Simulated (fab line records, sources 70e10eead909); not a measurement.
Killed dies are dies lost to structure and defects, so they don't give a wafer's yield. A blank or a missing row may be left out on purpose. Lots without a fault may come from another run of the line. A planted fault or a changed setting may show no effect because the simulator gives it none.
Problem report in the 8D (eight disciplines) form, filled by code | flow nand_harc | the parts of the form that need people (team, actions taken, sign-off) are left out

1. THE PROBLEM
cd_nm at NHARC_P_CONTACT_CD_MEAS_12 reads a mean of 80.6 nm on 6 wafers of 2 lots; wafers without a fault read 90.1 nm with a standard deviation of 0.8. That is -12 standard deviations from the usual mean.
The step: target cd 90 nm.
First seen on wafer L971.3, day 10 16:05, on cd_sem-02. The record holds 33 wafers of 11 lots with a number at this step. Rule for "out", or "out of limits": more than 4 standard deviations from the usual mean. The other wafers with a number count as sound.

2. WHAT IT IS AND WHAT IT IS NOT
question                    | is                     | is not
which readings at this step | cd_nm                  | -
which lots                  | L971, L973             | L960, L961, L962, L964, L965, L976, L978, L979, L983
which wafers of those lots  | all that have a number | -
read on which gauges        | cd_sem-02, cd_sem-03   | cd_sem-01
when                        | from day 10 16:05      | up to then (15 sound wafers); but 12 sound wafers of L976, L978, L979, L983 came after

3. SUSPECTS, AND WHAT RULES EACH OUT
Counting: a tool at a process step up to the reading stays a suspect if it ran every lot that is out and no sound lot after the first of them.
- the gauge at NHARC_P_CONTACT_CD_MEAS_12: ruled out. The wafers that are out were read on 2 gauges (cd_sem-02, cd_sem-03).
- litho_track-04 at NHARC_P_CONTACT_PEB_10 (peb time 65 s): kept. It ran every lot that is out, first L971 (day 10 15:59), and no sound lot after that; its last sound lot up to then is L965 (day 8 01:43). Its own readings are out on those wafers: heater_power_total_W.
Left after counting: litho_track-04 at NHARC_P_CONTACT_PEB_10.

4. THE CAUSE (what the simulator had put in)
Process parameter drift: litho_track-04, from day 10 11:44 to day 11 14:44, at NHARC_P_CONTACT_PEB_10. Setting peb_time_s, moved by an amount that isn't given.
Counting left only this tool.

5. THE CHAIN OF EFFECTS, in route order
Each row: a reading whose mean over the struck wafers that have a number lies more than 3 standard deviations from the usual. Only readings for which the record gives a usual standard deviation are gone through. hours: the time from each lot's start at the first step in this table that gives one to its start at this step, as a median over the lots. sigmas: the change in usual standard deviations.
hours | step                       | reading              | usual   | on struck wafers | change | sigmas
0     | NHARC_P_CONTACT_PEB_10     | heater_power_total_W | 156.7 W | 183.6            | +26.9  | +65
0     | NHARC_P_CONTACT_CD_MEAS_12 | cd_nm                | 90.1 nm | 80.6             | -9.5   | -12
1     | NHARC_P_CONTACT_CD_MEAS_19 | cd_nm                | 89.8 nm | 81.6             | -8.2   | -3.9
The process steps in it:
- NHARC_P_CONTACT_PEB_10: peb time 65 s.
Later measuring or inspecting steps at which every struck wafer that the step has a row for has a number for every such reading, and none has moved that far: NHARC_END_SORT_01.

6. WHAT WOULD HAVE CAUGHT IT SOONER
In this record the first reading out of limits at a measuring or inspecting step was taken at day 10 16:05, 4 hours after the fault began at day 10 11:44.
The tool's own readings at NHARC_P_CONTACT_PEB_10 were out on every struck wafer that the step has a row for (heater_power_total_W): an alarm limit on them would have fired on the first of those.
Of the lots that are out (2), L973 began NHARC_P_CONTACT_PEB_10 on litho_track-04 after day 10 16:05. A hold on the tool at that time would have spared it.
